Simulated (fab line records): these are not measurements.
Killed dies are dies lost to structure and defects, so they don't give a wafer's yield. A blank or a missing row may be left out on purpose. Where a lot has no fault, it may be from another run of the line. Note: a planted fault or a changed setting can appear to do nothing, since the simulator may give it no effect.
fab line records + flow nand-harc
record:
- lots: 6
- wafers: 18
- last-day: 23
route steps=1159 shown A_STAIRCASE@606 END@1159
lots untouched by any fault: they come from a run of this same line in which no faults occurred
start-h: hours from the record's first day to the start of the lot's first wafer shown + wait-h: how many hours have passed since the lot's step before this one + " the same as in the row above + L1.1+2: several wafers, shown together as one row + - no value, or no start given + * or withheld: withheld + < > ~ a bound
route shown NAME@n: NAME is a module with steps in the file, n the number in the route of the first one + usual: mean and standard deviation over wafers with no fault + same: alike in all rows + chamber/n: place in a boat + sites: each site's reading + _std_site: the values' standard deviation + _edge_site: inner sites' mean taken away from outer sites' mean + radius-mm: how far each site lies from the wafer's centre + mask NAME#n: copy n + behind: the most recent tool/chamber to have shaped the wafer + hold: reason for holding the lot/hours on hold/outcome of the hold + device: transistor that didn't switch, given as n, p or np + end of line: tests run on the same wafers once the route is complete + a step given without rows: its recipe and nothing more + killed: dies that structure and defects cost at the first sort, which is not the same as the wafer's yield + map: the dies of a wafer, with x for killed, . for not killed, _ for no die there
set.NAME: setting as actually run; set.NAME@STEP: the setting as run at that earlier step + model.NAME: the simulator's own value behind a step, which no gauge read
lots seen at some steps along the route; tables by step, rows by wafer
services: a tool's chamber out of use, with start hour (start-h, from the record's first day; less than 0 if before it), hours out, and reason
== steps ==
step: NHARC_A_STAIRCASE_SOFTBAKE_212
recipe:
- temp-c: 135
- time-s: 170
step: NHARC_A_STAIRCASE_EBR_213
step: NHARC_A_STAIRCASE_EXPOSE_214
recipe:
- na: 0.5
- dose-mj: 31.26
- mask-id: STAIR_3
step: NHARC_A_STAIRCASE_PEB_215
recipe:
- peb-temp-c: 115
- peb-time-s: 130
step: NHARC_A_STAIRCASE_DEVELOP_216
recipe:
- time-s: 140
step: NHARC_A_STAIRCASE_HARDBAKE_218
recipe:
- temp-c: 120
- time-s: 140
step: NHARC_A_STAIRCASE_DESCUM_219
recipe:
- time-s: 3
- o2-flow-sccm: 200
- ar-flow-sccm: 0
- bias-power-w: 0
- chemistry: O2
step: NHARC_A_STAIRCASE_TRIM_220
recipe:
- time-s: 211.2
- o2-flow-sccm: 500
- ar-flow-sccm: 0
- bias-w: 0
- chemistry: O2
usual:
- drypump-motor-current-A: 5.8/0.49
- oes-product-au: 1.002/0.015
- rf-vpp-V: 57.7/0.91
- run-length-s: 232.6/0.45
- showerhead-plenum-p-Torr: 3.47/0.14
- throttle-valve-pct: 17.036/0.0092
same:
- bias-w: 0
| lot.wafer | tool        | chamber | start-h | wait-h | drypump-motor-current-A | oes-product-au | rf-hours-counter-h | rf-vpp-V | run-length-s | showerhead-plenum-p-Torr | throttle-valve-pct |
|-----------|-------------|---------|---------|--------|-------------------------|----------------|--------------------|----------|--------------|--------------------------|--------------------|
| L294.2    | rie-diel-10 | 3       | 257.03  | 0.1    | 6.0                     | 0.986          | 36                 | 57.9     | 232.3        | 3.62                     | 17.023             |
| L294.3    | "           | 1       | "       | "      | 6.3                     | 1.002          | 36                 | 57.1     | 233.1        | 3.27                     | 17.031             |
| L294.5    | "           | 3       | "       | "      | 6.0                     | 0.989          | -                  | 58.1     | 232.5        | 3.62                     | 17.034             |
| L297.1    | rie-diel-11 | 1       | 277.07  | 0.1    | 5.2                     | 0.973          | 33                 | 57.3     | 233.1        | 3.33                     | 17.044             |
| L297.2    | "           | 2       | "       | "      | 6.5                     | 0.985          | 7                  | 56.9     | 232.2        | 3.58                     | 17.040             |
| L297.6    | "           | 1       | "       | "      | 5.2                     | 0.974          | -                  | 57.1     | 233.6        | 3.33                     | 17.022             |
| L305.3    | rie-diel-10 | 0       | 320.89  | 0.1    | 6.3                     | 1.016          | 27                 | 58.0     | 232.2        | 3.72                     | 17.034             |
| L305.5    | "           | 2       | "       | "      | 5.5                     | 1.013          | -                  | 58.2     | 232.2        | 3.41                     | 17.029             |
| L305.6    | "           | 3       | "       | "      | 6.0                     | 1.003          | -                  | 58.9     | 232.2        | 3.61                     | 17.034             |
| L304.2    | rie-diel-11 | 0       | 327.25  | 0.1    | 6.1                     | 1.013          | 52                 | 58.9     | 232.8        | 3.56                     | 17.051             |
| L304.1    | "           | 3       | "       | "      | 5.9                     | 1.003          | 50                 | 58.1     | 232.8        | 3.48                     | 17.053             |
| L304.6    | "           | 0       | "       | "      | 6.1                     | 1.004          | -                  | 57.4     | 232.9        | 3.56                     | 17.028             |
| L307.1    | rie-diel-10 | 1       | 334.09  | 0.1    | 6.3                     | 1.006          | 63                 | 56.3     | 232.4        | 3.26                     | 17.035             |
| L307.5    | "           | 1       | "       | "      | 6.3                     | 1.012          | -                  | 55.5     | 232.6        | 3.26                     | 17.042             |
| L307.6    | "           | 2       | "       | "      | 5.6                     | 1.012          | -                  | 56.9     | 232.2        | 3.41                     | 17.039             |
| L310.2    | rie-diel-11 | 3       | 354.81  | 0.1    | 5.9                     | 1.000          | 61                 | 57.9     | 232.4        | 3.47                     | 17.032             |
| L310.4    | "           | 1       | "       | "      | 5.2                     | 0.973          | 64                 | 58.5     | 233.1        | 3.31                     | 17.050             |
| L310.1    | "           | 2       | "       | "      | 6.5                     | 0.998          | 39                 | 57.9     | 232.6        | 3.56                     | 17.024             |
step: NHARC_A_STAIRCASE_ETCH_221
recipe:
- target-depth-a: 1000
- time-s: 40.5
- ion-energy-ev: 400
- c4f8-flow-sccm: 20
- o2-flow-sccm: 10
- ar-flow-sccm: withheld
- rf-w: 600
- bias-w: 1000
- chemistry: C4F8/O2
usual:
- bias-w: 1000.4/2.8
- oes-product-au: 0.942/0.018
- rf-vpp-V: 894/5.2
| lot.wafer | tool        | chamber | start-h | wait-h | bias-w | oes-product-au | rf-hours-counter-h | rf-vpp-V |
|-----------|-------------|---------|---------|--------|--------|----------------|--------------------|----------|
| L294.3    | rie-diel-10 | 2       | -       | -      | 994.8  | 0.926          | 35                 | 893      |
| L294.2    | "           | 1       | "       | "      | 999.3  | 0.936          | 38                 | 886      |
| L294.5    | "           | 2       | "       | "      | 996.5  | 0.930          | -                  | 894      |
| L297.2    | rie-diel-11 | 0       | -       | -      | 1002.0 | 0.927          | 32                 | 897      |
| L297.1    | "           | 1       | "       | "      | 999.2  | 0.893          | 33                 | 888      |
| L297.6    | "           | 2       | "       | "      | 996.1  | 0.916          | -                  | 897      |
| L305.3    | rie-diel-10 | 3       | -       | -      | 998.3  | 0.929          | 62                 | 898      |
| L305.6    | "           | 3       | "       | "      | 995.7  | 0.933          | -                  | 898      |
| L305.5    | "           | 0       | "       | "      | 996.9  | 0.943          | -                  | 903      |
| L304.1    | rie-diel-11 | 0       | -       | -      | 998.9  | 0.942          | 52                 | 898      |
| L304.2    | "           | 2       | "       | "      | 1001.5 | 0.951          | 26                 | 898      |
| L304.6    | "           | 3       | "       | "      | 1005.0 | 0.955          | -                  | 894      |
| L307.1    | rie-diel-10 | 2       | -       | -      | 1002.5 | 0.952          | 62                 | 892      |
| L307.5    | "           | 0       | "       | "      | 1000.7 | 0.945          | -                  | 903      |
| L307.6    | "           | 3       | "       | "      | 1004.5 | 0.940          | -                  | 898      |
| L310.1    | rie-diel-11 | 0       | -       | -      | 1002.5 | 0.935          | 62                 | 897      |
| L310.4    | "           | 1       | "       | "      | 995.0  | 0.928          | 64                 | 887      |
| L310.2    | "           | 2       | "       | "      | 1000.5 | 0.948          | 39                 | 896      |
step: NHARC_A_STAIRCASE_TRIM_222
recipe:
- time-s: 211.2
- o2-flow-sccm: 500
- ar-flow-sccm: 0
- bias-w: 0
- chemistry: O2
usual:
- drypump-motor-current-A: 5.8/0.48
- oes-product-au: 0.999/0.013
- rf-vpp-V: 57.7/0.89
- run-length-s: 232.6/0.47
- showerhead-plenum-p-Torr: 3.49/0.13
- throttle-valve-pct: 17.036/0.0081
same:
- bias-w: 0
| lot.wafer | tool        | chamber | start-h | wait-h | drypump-motor-current-A | oes-product-au | rf-hours-counter-h | rf-vpp-V | run-length-s | showerhead-plenum-p-Torr | throttle-valve-pct |
|-----------|-------------|---------|---------|--------|-------------------------|----------------|--------------------|----------|--------------|--------------------------|--------------------|
| L294.2    | rie-diel-10 | 1       | -       | -      | 6.3                     | 1.011          | 38                 | 56.2     | 232.8        | 3.27                     | 17.043             |
| L294.3    | "           | 3       | "       | "      | 6.0                     | 1.000          | 38                 | 56.9     | 232.5        | 3.62                     | 17.052             |
| L294.5    | "           | 2       | "       | "      | 5.6                     | 1.021          | -                  | 56.8     | 232.4        | 3.43                     | 17.051             |
| L297.1    | rie-diel-11 | 3       | -       | -      | 5.9                     | 0.996          | 32                 | 57.5     | 232.4        | 3.49                     | 17.034             |
| L297.2    | "           | 0       | "       | "      | 6.1                     | 1.002          | 32                 | 57.1     | 233.1        | 3.57                     | 17.030             |
| L297.6    | "           | 3       | "       | "      | 5.9                     | 1.001          | -                  | 58.3     | 233.1        | 3.49                     | 17.046             |
| L305.3    | rie-diel-10 | 3       | -       | -      | 6.0                     | 0.993          | 62                 | 58.0     | 232.3        | 3.61                     | 17.034             |
| L305.6    | "           | 1       | "       | "      | 6.3                     | 1.000          | -                  | 57.2     | 232.4        | 3.26                     | 17.025             |
| L305.5    | "           | 2       | "       | "      | 5.6                     | 1.002          | -                  | 55.9     | 232.2        | 3.41                     | 17.025             |
| L304.2    | rie-diel-11 | 0       | -       | -      | 6.0                     | 1.007          | 52                 | 57.5     | 232.7        | 3.56                     | 17.029             |
| L304.1    | "           | 3       | "       | "      | 5.9                     | 1.008          | 50                 | 56.3     | 232.5        | 3.48                     | 17.022             |
| L304.6    | "           | 0       | "       | "      | 6.1                     | 0.996          | -                  | 58.5     | 232.7        | 3.56                     | 17.041             |
| L307.1    | rie-diel-10 | 0       | -       | -      | 6.2                     | 0.996          | 30                 | 59.3     | 232.0        | 3.72                     | 17.025             |
| L307.5    | "           | 3       | "       | "      | 6.0                     | 0.992          | -                  | 57.7     | 232.2        | 3.60                     | 17.036             |
| L307.6    | "           | 2       | "       | "      | 5.5                     | 1.001          | -                  | 59.0     | 232.6        | 3.41                     | 17.036             |
| L310.1    | rie-diel-11 | 2       | -       | -      | 6.5                     | 0.986          | 39                 | 58.5     | 232.1        | 3.56                     | 17.040             |
| L310.4    | "           | 3       | "       | "      | 5.9                     | 1.003          | 61                 | 55.4     | 232.3        | 3.47                     | 17.035             |
| L310.2    | "           | 0       | "       | "      | 6.1                     | 0.997          | 62                 | 58.1     | 232.7        | 3.55                     | 17.037             |
step: NHARC_A_STAIRCASE_ETCH_223
recipe:
- target-depth-a: 1000
- time-s: 40.5
- ion-energy-ev: 400
- c4f8-flow-sccm: 20
- o2-flow-sccm: 10
- ar-flow-sccm: withheld
- rf-w: 600
- bias-w: 1000
- chemistry: C4F8/O2
usual:
- bias-w: 999/3.3
- oes-product-au: 0.941/0.015
- rf-vpp-V: 894/5
| lot.wafer | tool        | chamber | start-h | wait-h | bias-w | oes-product-au | rf-hours-counter-h | rf-vpp-V |
|-----------|-------------|---------|---------|--------|--------|----------------|--------------------|----------|
| L294.3    | rie-diel-10 | 2       | -       | -      | 995    | 0.947          | 35                 | 893      |
| L294.2    | "           | 3       | "       | "      | 998    | 0.932          | 38                 | 899      |
| L294.5    | "           | 3       | "       | "      | 999    | 0.931          | -                  | 901      |
| L297.2    | rie-diel-11 | 2       | -       | -      | 998    | 0.934          | 8                  | 898      |
| L297.1    | "           | 1       | "       | "      | 992    | 0.908          | 33                 | 888      |
| L297.6    | "           | 2       | "       | "      | 999    | 0.932          | -                  | 897      |
| L305.3    | rie-diel-10 | 3       | -       | -      | 996    | 0.937          | 62                 | 899      |
| L305.6    | "           | 0       | "       | "      | 998    | 0.944          | -                  | 901      |
| L305.5    | "           | 1       | "       | "      | 1003   | 0.936          | -                  | 885      |
| L304.2    | rie-diel-11 | 1       | -       | -      | 997    | 0.922          | 53                 | 888      |
| L304.1    | "           | 2       | "       | "      | 1001   | 0.934          | 26                 | 898      |
| L304.6    | "           | 1       | "       | "      | 998    | 0.916          | -                  | 888      |
| L307.1    | rie-diel-10 | 3       | -       | -      | 997    | 0.946          | 66                 | 900      |
| L307.6    | "           | 3       | "       | "      | 996    | 0.938          | -                  | 898      |
| L307.5    | "           | 2       | "       | "      | 996    | 0.944          | -                  | 892      |
| L310.4    | rie-diel-11 | 0       | -       | -      | 999    | 0.945          | 62                 | 897      |
| L310.1    | "           | 1       | "       | "      | 995    | 0.932          | 64                 | 888      |
| L310.2    | "           | 3       | "       | "      | 1001   | 0.947          | 61                 | 895      |
step: NHARC_A_STAIRCASE_TRIM_224
recipe:
- time-s: 211.2
- o2-flow-sccm: 500
- ar-flow-sccm: 0
- bias-w: 0
- chemistry: O2
usual:
- bias-w: 0/0
- drypump-motor-current-A: 5.8/0.47
- oes-product-au: 1.000/0.015
- rf-vpp-V: 57.8/0.92
- run-length-s: 232.6/0.45
- showerhead-plenum-p-Torr: 3.49/0.13
- throttle-valve-pct: 17.038/0.009
| lot.wafer | tool        | chamber | start-h | wait-h | bias-w | drypump-motor-current-A | oes-product-au | rf-hours-counter-h | rf-vpp-V | run-length-s | showerhead-plenum-p-Torr | throttle-valve-pct |
|-----------|-------------|---------|---------|--------|--------|-------------------------|----------------|--------------------|----------|--------------|--------------------------|--------------------|
| L294.2    | rie-diel-10 | 3       | 259.42  | -      | 0      | 6.0                     | 1.001          | 38                 | 57.8     | 232.1        | 3.62                     | 17.038             |
| L294.3    | "           | 1       | "       | "      | 0      | 6.3                     | 1.009          | 38                 | 57.6     | 232.8        | 3.27                     | 17.040             |
| L294.5    | "           | 3       | "       | "      | 0      | 6.0                     | 1.015          | -                  | 58.2     | 232.4        | 3.62                     | 17.033             |
| L297.2    | rie-diel-11 | 2       | 278.04  | -      | 0      | 6.5                     | 1.005          | 8                  | 57.9     | 231.9        | 3.58                     | 17.040             |
| L297.1    | "           | 0       | "       | "      | 0      | 6.1                     | 1.003          | 33                 | 58.0     | 232.8        | 3.57                     | 17.038             |
| L297.6    | "           | 2       | "       | "      | 0      | 6.5                     | 1.001          | -                  | 59.4     | 231.9        | 3.58                     | 17.050             |
| L305.3    | rie-diel-10 | 2       | 321.46  | -      | -      | 5.6                     | 1.016          | 59                 | 57.3     | 220.2        | 3.41                     | 17.037             |
| L305.6    | "           | 2       | "       | "      | -      | 5.6                     | 1.007          | -                  | 57.2     | 219.5        | 3.41                     | 17.050             |
| L305.5    | "           | 3       | "       | "      | -      | 6.0                     | 0.997          | -                  | 59.5     | 219.9        | 3.61                     | 17.041             |
| L304.2    | rie-diel-11 | 2       | 327.83  | -      | 0      | 6.5                     | 0.993          | 26                 | 58.3     | 231.8        | 3.56                     | 17.059             |
| L304.1    | "           | 3       | "       | "      | 0      | 5.9                     | 1.003          | 50                 | 57.3     | 232.2        | 3.48                     | 17.048             |
| L304.6    | "           | 2       | "       | "      | 0      | 6.5                     | 0.992          | -                  | 57.7     | 232.4        | 3.57                     | 17.038             |
| L307.1    | rie-diel-10 | 0       | 334.60  | -      | -      | 6.3                     | 1.007          | 30                 | 58.3     | 219.5        | 3.72                     | 17.040             |
| L307.5    | "           | 2       | "       | "      | -      | 5.6                     | 1.004          | -                  | 56.5     | 220.1        | 3.41                     | 17.033             |
| L307.6    | "           | 3       | "       | "      | -      | 6.0                     | 0.993          | -                  | 58.9     | 219.5        | 3.60                     | 17.023             |
| L310.2    | rie-diel-11 | 2       | 355.27  | -      | 0      | 6.5                     | 0.989          | 39                 | 60.7     | 232.4        | 3.56                     | 17.032             |
| L310.4    | "           | 3       | "       | "      | 0      | 5.9                     | 1.000          | 61                 | 58.8     | 232.4        | 3.47                     | 17.050             |
| L310.1    | "           | 0       | "       | "      | 0      | 6.1                     | 1.009          | 62                 | 58.3     | 233.0        | 3.55                     | 17.031             |
step: NHARC_A_STAIRCASE_ETCH_225
recipe:
- target-depth-a: 1000
- time-s: 40.5
- ion-energy-ev: 400
- c4f8-flow-sccm: 20
- o2-flow-sccm: 10
- ar-flow-sccm: withheld
- rf-w: 600
- bias-w: 1000
- chemistry: C4F8/O2
usual:
- bias-w: 1000/3.2
- oes-product-au: 0.940/0.017
- rf-vpp-V: 894/5.1
| lot.wafer | tool        | chamber | start-h | wait-h | bias-w | oes-product-au | rf-hours-counter-h | rf-vpp-V |
|-----------|-------------|---------|---------|--------|--------|----------------|--------------------|----------|
| L294.2    | rie-diel-10 | 3       | -       | -      | 1003   | 0.929          | 38                 | 900      |
| L294.3    | "           | 1       | "       | "      | 1002   | 0.937          | 38                 | 888      |
| L294.5    | "           | 1       | "       | "      | 1001   | 0.937          | -                  | 886      |
| L297.2    | rie-diel-11 | 2       | -       | -      | 997    | 0.928          | 8                  | 897      |
| L297.1    | "           | 3       | "       | "      | 999    | 0.950          | 32                 | 895      |
| L297.6    | "           | 1       | "       | "      | 1001   | 0.919          | -                  | 889      |
| L305.3    | rie-diel-10 | 3       | -       | -      | 1001   | 0.924          | 62                 | 899      |
| L305.6    | "           | 0       | "       | "      | 1000   | 0.938          | -                  | 904      |
| L305.5    | "           | 1       | "       | "      | 999    | 0.931          | -                  | 885      |
| L304.2    | rie-diel-11 | 2       | -       | -      | 1002   | 0.940          | 26                 | 898      |
| L304.1    | "           | 3       | "       | "      | 1004   | 0.946          | 50                 | 893      |
| L304.6    | "           | 2       | "       | "      | 1001   | 0.947          | -                  | 899      |
| L307.1    | rie-diel-10 | 2       | -       | -      | 1002   | 0.954          | 63                 | 892      |
| L307.5    | "           | 3       | "       | "      | 998    | 0.943          | -                  | 897      |
| L307.6    | "           | 2       | "       | "      | 1001   | 0.951          | -                  | 893      |
| L310.1    | rie-diel-11 | 3       | -       | -      | 997    | 0.950          | 61                 | 894      |
| L310.4    | "           | 0       | "       | "      | 998    | 0.951          | 62                 | 896      |
| L310.2    | "           | 2       | "       | "      | 1001   | 0.926          | 39                 | 897      |
step: NHARC_END_SORT_01
recipe:
- temp-c: 25
usual:
- killed-at-array: 27/10
- killed-at-other: 0.6/0.83
- killed-at-periphery: 2.4/1.8
- killed-dies: 30/10
- killed-open: 3.3/1.7
- killed-short: 1.8/1.4
same:
- gross-dies: 677
| lot.wafer | tool      | chamber | start-h | wait-h | killed-at-array | killed-at-other | killed-at-periphery | killed-dies | killed-open | killed-short |
|-----------|-----------|---------|---------|--------|-----------------|-----------------|---------------------|-------------|-------------|--------------|
| L305.3    | prober-01 | 0       | 503.50  | 7.1    | 25              | 1               | 2                   | 28          | 2           | 2            |
| L305.5    | prober-01 | 0       | 505.08  | 7.6    | 13              | 0               | 3                   | 16          | 5           | 3            |
| L305.6    | prober-01 | 0       | 505.88  | 7.9    | 14              | 0               | 1                   | 15          | 5           | 1            |
killed by level:class
L305.3 A_CHANNEL_HOLE_D1:chamber-film-flake=10 A_CONTACT:chamber-film-flake=7 A_STAIRCASE:chamber-film-flake=5 P_GATE:geometric-particle:open=1 A_CONTACT:geometric-particle:short=1 A_CONTACT:geometric-particle:open=1 A_BLC:geometric-particle:short=1 P_GATE:chamber-film-flake=1
L305.5 A_CONTACT:chamber-film-flake=3 A_ONON_D1:geometric-particle:open=2 A_CHANNEL_HOLE_D1:chamber-film-flake=2 A_STAIRCASE:chamber-film-flake=2 P_CONTACT:geometric-particle:open=1 P_M1:geometric-particle:open=1 P_M1:geometric-particle:short=1 A_SLIT:geometric-particle:short=1
L305.6 A_CONTACT:chamber-film-flake=4 A_CHANNEL_HOLE_D1:chamber-film-flake=3 A_STAIRCASE:chamber-film-flake=2 P_M0:geometric-particle:open=1 A_ONON_D1:geometric-particle:short=1 A_CHANNEL_HOLE_D1:geometric-particle:open=1 A_SGD_CUT:geometric-particle:open=1 A_M0:geometric-particle:open=1
== services ==
| tool        | chamber | start-h | hours | kind   |
|-------------|---------|---------|-------|--------|
| rie-diel-10 | 0       | 237.56  | -     | clean  |
| rie-diel-10 | 1       | 237.56  | -     | clean  |
| rie-diel-10 | 2       | 237.56  | -     | clean  |
| rie-diel-10 | 3       | 237.56  | -     | clean  |
| rie-diel-11 | -       | 237.80  | 0.4   | repair |
| rie-diel-11 | 0       | 247.79  | -     | clean  |
| rie-diel-11 | 1       | 247.79  | -     | clean  |
| rie-diel-11 | 2       | 247.79  | -     | clean  |
| rie-diel-11 | 3       | 247.79  | -     | clean  |
| rie-diel-10 | 0       | 262.06  | -     | clean  |
| rie-diel-10 | 1       | 262.06  | -     | clean  |
| rie-diel-10 | 2       | 262.06  | -     | clean  |
| rie-diel-10 | 3       | 262.06  | -     | clean  |
| rie-diel-11 | 0       | 272.29  | -     | clean  |
| rie-diel-11 | 1       | 272.29  | -     | clean  |
| rie-diel-11 | 2       | 272.29  | -     | clean  |
| rie-diel-11 | 3       | 272.29  | -     | clean  |
| rie-diel-10 | 0       | 286.58  | -     | clean  |
| rie-diel-10 | 1       | 286.58  | -     | clean  |
| rie-diel-10 | 2       | 286.58  | -     | clean  |
| rie-diel-10 | 3       | 286.58  | -     | clean  |
| rie-diel-11 | 0       | 296.81  | -     | clean  |
| rie-diel-10 | 2       | 344.04  | 9.2   | repair |
| rie-diel-10 | -       | 353.50  | 9.0   | pm     |
== key ==
first-sign:
- step: NHARC_A_STAIRCASE_TRIM_224
- reading: run-length-s
- direction: down
- sigmas: 28
- usual: *
- struck: *
effect none on later readings
met-at NHARC_A_STAIRCASE_TRIM_224
struck-wafers L305.3,L305.5,L305.6,L307.1,L307.5,L307.6
tester-left-out L305,L307
onset-between 259.42 321.46
fault:
- kind: process-parameter-drift
- tool: rie-diel-10
- chamber: -
- onset-h: 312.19
- steps: NHARC_A_STAIRCASE_TRIM_224
- channel: time-s
- offset: *
- shape: step
- end-h: 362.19
- acts-in: *
- stated: *
tester-left-out: of these lots the tester's yield and bins aren't shown, on N5 and GAA mostly nor the transistor test; their killed dies are dies lost to structure and defects alone, not to doping, threshold or leakage, so they don't give the yield
